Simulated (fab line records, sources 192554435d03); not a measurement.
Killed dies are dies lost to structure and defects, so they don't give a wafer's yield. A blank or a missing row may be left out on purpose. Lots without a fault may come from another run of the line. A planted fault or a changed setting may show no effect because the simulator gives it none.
Which tool did it? | flow n5_finfet | 9 lots, 27 wafers sampled, at 5 steps of a route of 1938

WHAT THE GAUGES READ, wafer by wafer
N5_BEOL_M4_RC_MEAS_101. Usual: DIBL_N 36.3 mV/V, standard deviation 1.4; DIBL_P 36.2 mV/V, standard deviation 1.5; IOFF_N 0.160 nA/um, standard deviation 0.021; IOFF_P 0.211 nA/um, standard deviation 0.027; ION_N 676 uA/um, standard deviation 7.7; ION_P 463 uA/um, standard deviation 5.5; RC_DENSE_N 19.1 ohm.um, standard deviation 0.33; RC_DENSE_P 23.8 ohm.um, standard deviation 0.42; RC_N 15.54 ohm.um, standard deviation 0.26; RC_P 19.4 ohm.um, standard deviation 0.32; SS_N 71.4 mV/dec, standard deviation 0.57; SS_P 73.3 mV/dec, standard deviation 0.58; VT_N 249.3 mV, standard deviation 2.5; VT_P -250.1 mV, standard deviation 2.6.
lot  | measured     | on        | DIBL_N (mV/V)  | DIBL_P (mV/V)  | IOFF_N (nA/um)    | IOFF_P (nA/um)    | ION_N (uA/um) | ION_P (uA/um) | RC_DENSE_N (ohm.um) | RC_DENSE_P (ohm.um) | RC_N (ohm.um)     | RC_P (ohm.um)  | SS_N (mV/dec)  | SS_P (mV/dec)  | VT_N (mV)         | VT_P (mV)            | flag
L949 | day 8 18:29  | prober-01 | 34.7 35.4 35.9 | 35.4 35.5 36.0 | 0.147 0.154 0.162 | 0.193 0.193 0.212 | 674 673 676   | 461 457 463   | 19.3 19.6 19.6      | 23.8 24.5 24.7      | 15.37 15.83 15.72 | 19.5 20.0 19.9 | 70.8 71.6 71.6 | 72.1 73.2 72.9 | 249.7 250.8 249.0 | -250.8 -250.3 -249.7 |
L951 | day 8 21:04  | prober-02 | 37.4 35.2 37.5 | 38.7 35.6 38.4 | 0.190 0.150 0.201 | 0.217 0.176 0.208 | 691 671 688   | 466 457 466   | 18.7 18.4 18.9      | 23.1 22.9 23.6      | 15.09 15.11 15.52 | 18.8 18.9 19.2 | 71.3 70.5 71.4 | 72.6 72.5 72.7 | 247.0 248.2 245.2 | -251.9 -253.0 -251.5 |
L952 | day 9 00:44  | prober-02 | 34.6 36.3 37.5 | 34.4 36.7 37.7 | 0.129 0.158 0.168 | 0.152 0.173 0.185 | 674 669 671   | 452 454 449   | 18.9 19.4 19.2      | 23.5 24.1 23.7      | 15.48 15.68 15.61 | 19.5 19.6 19.3 | 71.2 71.3 72.1 | 73.3 74.3 74.0 | 254.6 249.1 251.6 | -257.9 -257.4 -253.5 |
L953 | day 9 13:05  | prober-01 | 38.6 38.2 37.8 | 37.1 37.4 35.5 | 0.156 0.152 0.137 | 0.234 0.229 0.201 | 668 673 674   | 467 469 461   | 18.5 18.5 18.9      | 23.2 23.2 23.7      | 15.14 14.99 15.45 | 19.0 19.0 19.4 | 71.9 71.0 71.8 | 73.6 73.6 73.1 | 252.9 249.7 253.1 | -250.9 -249.4 -250.7 |
L960 | day 11 20:33 | prober-01 | 34.9 36.3 35.6 | 35.2 37.1 36.3 | 0.158 0.175 0.160 | 0.207 0.234 0.216 | 677 687 682   | 462 473 464   | 18.9 18.8 19.0      | 23.8 23.9 24.2      | 15.38 15.36 15.26 | 19.5 19.3 19.5 | 71.9 71.6 71.2 | 73.0 73.6 73.1 | 249.8 248.8 248.1 | -250.5 -247.4 -248.5 |
L963 | day 12 01:35 | prober-01 | 38.8 36.8 35.9 | 38.3 36.7 34.8 | 0.210 0.172 0.150 | 0.260 0.236 0.195 | 677 685 666   | 465 462 452   | 20.0 19.3 19.2      | 24.9 24.1 24.2      | 16.35 15.79 15.69 | 20.2 19.6 19.4 | 71.5 71.6 71.4 | 73.9 73.6 73.1 | 245.5 248.6 250.7 | -248.1 -248.9 -251.8 |
L964 | day 12 01:40 | prober-02 | 36.1 36.1 35.0 | 35.1 34.6 33.8 | 0.162 0.162 0.150 | 0.204 0.194 0.184 | 672 680 680   | 465 462 463   | 19.2 20.1 18.8      | 24.4 25.5 23.8      | 15.74 16.60 15.45 | 19.8 20.8 19.4 | 71.2 71.5 70.9 | 72.9 73.4 72.8 | 248.7 248.9 250.5 | -249.9 -252.3 -251.6 |
L967 | day 13 08:55 | prober-02 | 36.2 33.3 35.4 | 37.0 34.4 36.0 | 0.155 0.112 0.134 | 0.210 0.168 0.185 | 681 667 676   | 465 460 465   | 18.9 19.1 18.7      | 23.8 24.1 23.6      | 15.42 15.83 15.22 | 19.3 19.7 19.2 | 71.0 70.5 71.1 | 72.6 72.3 72.1 | 248.7 252.3 250.8 | -248.2 -251.6 -252.4 |
L968 | day 13 12:47 | prober-01 | 36.7 34.1 34.5 | 38.9 35.2 36.2 | 0.172 0.128 0.141 | 0.245 0.191 0.199 | 678 662 671   | 468 462 461   | 19.1 19.1 18.9      | 23.9 23.7 23.2      | 15.57 15.51 15.25 | 19.4 19.5 18.9 | 71.2 70.9 70.6 | 73.8 72.5 73.5 | 248.6 250.9 251.8 | -249.6 -248.4 -251.2 |

WHICH TOOL RAN EACH LOT (tool, then ch and the chambers of the sampled wafers, then the start)
lot  | N5_GATE_CUT_VAPOR_ETCH_49        | N5_GATE_CUT_ALD_22               | N5_MOL_CONTACT_COAG_ETCH_106      | N5_MOL_CONTACT_COAG_ETCH_15
L949 | rie_metal-01 ch 0,1, day 5 02:15 | ald_sin-02 ch 0,2,3, day 5 02:28 | rie_diel-05 ch 0,2,3, day 5 05:38 | rie_diel-05 ch 0,2,3, day 5 05:46
L951 | rie_metal-01 ch 0,1, day 5 12:47 | ald_sin-01 ch 0,1,2, day 5 13:01 | rie_diel-04 ch 0,2, day 5 16:15   | rie_diel-04 ch 0,2, day 5 16:23
L952 | rie_metal-02 ch 0,1, day 5 19:50 | ald_sin-01 ch 0,2,3, day 5 20:04 | rie_diel-04 ch 1,2, day 5 23:09   | rie_diel-04 ch 1,2, day 5 23:17
L953 | rie_metal-03 ch 0,1, day 6 00:39 | ald_sin-03 ch 0,3, day 6 00:53   | rie_diel-05 ch 1,2,3, day 6 03:55 | rie_diel-05 ch 1,2,3, day 6 04:04
L960 | rie_metal-03 ch 0,1, day 7 19:13 | ald_sin-02 ch 0,1,3, day 7 19:34 | rie_diel-04 ch 0,2,3, day 7 22:43 | rie_diel-04 ch 0,2,3, day 7 22:52
L963 | rie_metal-03 ch 0,1, day 8 11:01 | ald_sin-01 ch 2,3, day 8 11:14   | rie_diel-05 ch 0,1,2, day 8 14:58 | rie_diel-05 ch 0,1,2, day 8 15:05
L964 | rie_metal-01 ch 0,1, day 8 18:21 | ald_sin-03 ch 0,1,2, day 8 19:17 | rie_diel-05 ch 0,1,3, day 8 22:27 | rie_diel-05 ch 0,1,3, day 8 22:35
L967 | rie_metal-01 ch 0,1, day 9 14:44 | ald_sin-02 ch 0,1,2, day 9 15:21 | rie_diel-04 ch 0,2,3, day 9 18:44 | rie_diel-04 ch 0,2,3, day 9 18:52
L968 | rie_metal-02 ch 0,1, day 9 17:51 | ald_sin-01 ch 0,2,3, day 9 18:05 | rie_diel-06 ch 0,1, day 9 21:14   | rie_diel-06 ch 0,1, day 9 21:23
- N5_GATE_CUT_VAPOR_ETCH_49: etches TiAlC in BCl3/Cl2.
- N5_GATE_CUT_ALD_22: deposits SiNx, target thk 16 nm, pulse time 1 s, ald cycles 320.
- N5_MOL_CONTACT_COAG_ETCH_106: etches SOC in N2/H2, target depth 80 nm, overetch 16 nm, time 120 s.
- N5_MOL_CONTACT_COAG_ETCH_15: etches SiNx in CH3F/O2, stops on Si:P, target depth 7 nm.

WHAT THE TOOLS THEMSELVES READ (means of the sampled wafers that have a number; where no wafer has one, the mark that the record gives instead)
N5_GATE_CUT_VAPOR_ETCH_49. Usual: drypump_motor_current_A 5.9 A, standard deviation 0.43; oes_product_au 0.73 a.u., standard deviation 0.082.
lot  | tool         | drypump_motor_current_A (A) | oes_product_au (a.u.) | flag
L949 | rie_metal-01 | 5.6                         | 0.72                  |
L951 | rie_metal-01 | 5.6                         | 0.71                  |
L952 | rie_metal-02 | 6.2                         | 0.68                  |
L953 | rie_metal-03 | 6.0                         | 0.66                  |
L960 | rie_metal-03 | 6.0                         | 0.90                  |
L963 | rie_metal-03 | 6.0                         | 0.89                  |
L964 | rie_metal-01 | 5.6                         | 0.71                  |
L967 | rie_metal-01 | 5.3                         | 0.72                  |
L968 | rie_metal-02 | 6.1                         | 0.66                  |

N5_GATE_CUT_ALD_22. Usual: heater_power_w 830 W, standard deviation 80; precursor_pulse_height_rel 0.997, standard deviation 0.019.
lot  | tool       | heater_power_w (W) | precursor_pulse_height_rel | flag
L949 | ald_sin-02 | 825                | 1.003                      |
L951 | ald_sin-01 | 838                | 0.995                      |
L952 | ald_sin-01 | 911                | 0.984                      |
L953 | ald_sin-03 | 788                | 1.007                      |
L960 | ald_sin-02 | 850                | 0.989                      |
L963 | ald_sin-01 | 930                | 1.007                      |
L964 | ald_sin-03 | 774                | 0.997                      |
L967 | ald_sin-02 | 812                | 0.986                      |
L968 | ald_sin-01 | 912                | 0.993                      |

N5_MOL_CONTACT_COAG_ETCH_106. Usual: drypump_motor_current_A 5.7 A, standard deviation 0.33; n2_flow_sccm 200.0 sccm, standard deviation 0.6; oes_product_au 0.73 a.u., standard deviation 0.081; rf_fwd_power_W 836.2 W, standard deviation 2.5; rf_vpp_V 525.2 V, standard deviation 2.1; showerhead_plenum_p_Torr 2.59 Torr, standard deviation 0.07; throttle_valve_pct 17.65 %, standard deviation 0.28.
lot  | tool        | drypump_motor_current_A (A) | n2_flow_sccm (sccm) | oes_product_au (a.u.) | rf_fwd_power_W (W) | rf_vpp_V (V) | showerhead_plenum_p_Torr (Torr) | throttle_valve_pct (%) | flag
L949 | rie_diel-05 | 5.6                         | 199.7               | 0.62                  | 836.2              | 523.8        | 2.51                            | 17.91                  |
L951 | rie_diel-04 | 5.6                         | 199.7               | 0.79                  | 835.3              | 525.1        | 2.59                            | 17.70                  |
L952 | rie_diel-04 | 5.9                         | 199.8               | 0.76                  | 836.0              | 524.8        | 2.59                            | 17.77                  |
L953 | rie_diel-05 | 5.8                         | 200.1               | 0.72                  | 837.4              | 525.3        | 2.60                            | 17.55                  |
L960 | rie_diel-04 | 5.6                         | 199.7               | 0.79                  | 836.2              | 525.3        | 2.58                            | 17.67                  |
L963 | rie_diel-05 | 5.5                         | 200.5               | 0.75                  | 767.8              | 543.2        | 2.66                            | 17.53                  | OFF
L964 | rie_diel-05 | 5.5                         | 200.4               | 0.68                  | 766.5              | 542.5        | 2.63                            | 17.81                  | OFF
L967 | rie_diel-04 | 5.6                         | 199.5               | 0.76                  | 835.1              | 524.9        | 2.58                            | 17.70                  |
L968 | rie_diel-06 | 6.1                         | 200.2               | 0.69                  | 837.6              | 524.2        | 2.58                            | 17.68                  |

N5_MOL_CONTACT_COAG_ETCH_15. Usual: drypump_motor_current_A 5.7 A, standard deviation 0.33; oes_product_au 0.60 a.u., standard deviation 0.066; rf_fwd_power_W 392.3 W, standard deviation 1.3; rf_vpp_V 299.4 V, standard deviation 2.8; showerhead_plenum_p_Torr 2.04 Torr, standard deviation 0.055; throttle_valve_pct 16.18 %, standard deviation 0.26.
lot  | tool        | drypump_motor_current_A (A) | oes_product_au (a.u.) | rf_fwd_power_W (W) | rf_vpp_V (V) | showerhead_plenum_p_Torr (Torr) | throttle_valve_pct (%) | flag
L949 | rie_diel-05 | 5.6                         | 0.51                  | 392.8              | 297.0        | 1.97                            | 16.43                  |
L951 | rie_diel-04 | 5.6                         | 0.64                  | 392.9              | 303.3        | 2.04                            | 16.25                  |
L952 | rie_diel-04 | 5.9                         | 0.62                  | 392.7              | 298.9        | 2.03                            | 16.24                  |
L953 | rie_diel-05 | 5.8                         | 0.59                  | 390.4              | 299.1        | 2.04                            | 16.10                  |
L960 | rie_diel-04 | 5.6                         | 0.65                  | 393.4              | 301.1        | 2.04                            | 16.21                  |
L963 | rie_diel-05 | 5.5                         | 0.62                  | 392.4              | 298.7        | 2.09                            | 16.03                  |
L964 | rie_diel-05 | 5.6                         | 0.56                  | 390.6              | 298.9        | 2.06                            | 16.32                  |
L967 | rie_diel-04 | 5.6                         | 0.62                  | 391.4              | 301.4        | 2.03                            | 16.24                  |
L968 | rie_diel-06 | 6.1                         | 0.57                  | 392.1              | 294.8        | 2.03                            | 16.21                  |

THE ANSWER, worked out from the rows above alone
Rule: a lot is off if the mean of its wafers that have a number lies more than 3 standard deviations from the usual mean. A lot without any number at a reading at which 4 lots or more have one is off too. The other lots that the step has rows for count as sound. The gauges are gone through in route order, then the tools' own readings, and for those a lot's mean is taken as printed above. The first step at which some lot is off is used, and at that step the reading that is off furthest; a lot without a number counts as furthest.
Off: L963, L964, at N5_MOL_CONTACT_COAG_ETCH_106 (rf_fwd_power_W).
A tool fits if, at that step or a process step before it, it ran every lot that is off, and no sound lot after the first of them. One fits: rie_diel-05 at N5_MOL_CONTACT_COAG_ETCH_106. Its last sound lot is L953 (day 6 03:55), its first lot that is off L963 (day 8 14:58): a fault that began between those two fits.
The tool's own readings at N5_MOL_CONTACT_COAG_ETCH_106 bear it out: on the lots that are off they differ by more than 5 times the standard deviation of the sound lots' means. rf_fwd_power_W reads 767.1 W there against 836.3 W on the sound lots; rf_vpp_V reads 542.9 V there against 524.8 V on the sound lots.

WHAT THE SIMULATOR HAD PUT IN
Process parameter drift: rie_diel-05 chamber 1, from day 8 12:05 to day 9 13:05, at N5_MOL_CONTACT_COAG_ETCH_106. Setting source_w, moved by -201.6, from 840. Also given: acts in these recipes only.
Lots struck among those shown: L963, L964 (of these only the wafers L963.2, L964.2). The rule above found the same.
